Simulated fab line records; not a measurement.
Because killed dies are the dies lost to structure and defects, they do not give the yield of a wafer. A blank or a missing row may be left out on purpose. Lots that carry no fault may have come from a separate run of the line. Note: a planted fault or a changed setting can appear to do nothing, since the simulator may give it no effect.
2 desks looking at one fault / flow nand-harc / numbers are kept per desk, each desk with only its own; the story behind them comes last

THE DEFECT DESK
Inspection counts along the route, by lot: the mean over sampled wafers that carry a number. Any lot whose mean is over 4 standard deviations away from the usual mean is out of limits and marked OUT; that distance is given in the brackets.
Columns: A = raw-defect-count at NHARC_A_SGD_CUT_INSPECT_25, usual 401
lot=L489; first seen here=day 19 20:47; A=449
lot=L491; first seen here=day 20 07:15; A=523
lot=L493; first seen here=day 21 03:48; A=449
lot=L494; first seen here=day 22 00:30; A=471
lot=L496; first seen here=day 22 20:42; A=374
lot=L495; first seen here=day 23 01:12; A=443
lot=L498; first seen here=day 23 10:11; A=298
lot=L500; first seen here=day 23 10:19; A=422
lot=L504; first seen here=day 25 11:55; A=378
lot=L505; first seen here=day 25 16:37; A=379
lot=L506; first seen here=day 26 21:13; A=403
lot=L511; first seen here=day 28 15:17; A=474
lot=L512; first seen here=day 29 06:43; A=343
Result from this desk: across the 13 lots, nothing is out of limits.

THE TOOL OWNER'S DESK: litho-track-01
The tool's own readings at NHARC_A_SLIT_SOFTBAKE_04 (time 55 s): means of the sampled wafers that have a number, for each lot that ran on this tool. Any lot whose mean is over 4 standard deviations away from the usual mean is out of limits and marked OUT; that distance is given in the brackets.
Columns: A = heater-power-total-W at NHARC_A_SLIT_SOFTBAKE_04, usual 188.45 W
lot=L495; first seen here=day 23 05:00; A=188.48
lot=L500; first seen here=day 23 14:00; A=188.40
lot=L504; first seen here=day 25 17:00; A=183.04 (-39) OUT
lot=L505; first seen here=day 26 00:00; A=182.90 (-40) OUT
lot=L506; first seen here=day 27 03:00; A=182.95 (-39) OUT
This desk finds L504, L505, L506 out of limits, L504 being first, at day 25 17:00 (heater-power-total-W at NHARC_A_SLIT_SOFTBAKE_04). Within limits: L495, L500.

TAKEN TOGETHER
The tool owner's desk had the chance to raise an alarm at day 25 17:00 on L504, L505, L506.
The defect desk saw nothing out of limits.
The defect desk has L504, L505, L506 on record, within its limits.
All the named lots went through NHARC_A_SLIT_SOFTBAKE_04 on litho-track-01.

WHAT WAS PUT IN BY THE SIMULATOR
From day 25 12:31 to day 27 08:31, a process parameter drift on litho-track-01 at NHARC_A_SLIT_SOFTBAKE_04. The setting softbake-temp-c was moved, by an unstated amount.
Shown lots that were struck: L504, L505, L506.
Hours from the fault's start to each desk's first reading out of limits: the tool owner's desk, 4.
